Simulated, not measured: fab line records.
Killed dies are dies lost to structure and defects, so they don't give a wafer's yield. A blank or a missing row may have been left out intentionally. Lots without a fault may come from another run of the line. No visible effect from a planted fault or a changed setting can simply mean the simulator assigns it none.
Chamber matching -- flow n5 finfet -- ald sin-04 running N5_ILD0_LINER_00: 4 sister chambers
The step material SiNx, target thk 4 nm, pulse time 1 s, purge time 2 s. 4 wafers are shown with their chamber, then 10 later ones without.

== WAFERS WITH THEIR CHAMBER ==
wafer,chamber,heater power w (W)
L085.1,1,837
L085.4,2,700
L087.3,0,905
L087.4,3,892

== WAFERS WITH NO CHAMBER GIVEN ==
wafer,heater power w (W)
L087.5,895
L089.1,842
L089.4,697
L089.6,704
L094.1,915
L094.2,699
L094.5,838
L097.1,925
L097.3,828
L097.5,858

== WHICH CHAMBER EACH WENT THROUGH ==
wafer,from the rows above,in truth
L087.5,can't be placed: 3 or 0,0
L089.1,1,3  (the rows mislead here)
L089.4,2,2
L089.6,2,2
L094.1,can't be placed: 0 or 3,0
L094.2,2,2
L094.5,1,1
L097.1,can't be placed: 0 or 3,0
L097.3,1,1
L097.5,can't be placed: 1 or 3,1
5 of 10 placed correctly. Not placeable from these rows: 4 (in 4, the candidates include the true chamber). Wrongly placed: 1.
How it was worked out, from the rows above alone: a wafer's distance from a chamber is the root of the sum, over the readings, of the square of ((its reading less the chamber's mean) divided by the reading's scatter). If the next closest chamber is less than 2 further off than the closest, the wafer can't be placed; otherwise it belongs to the closest. For every chamber, the mean is computed from those of its wafers that are shown. The scatter (one wafer shown for each chamber): square how far every hidden wafer sits from the nearest shown wafer, average those squares and take the square root.
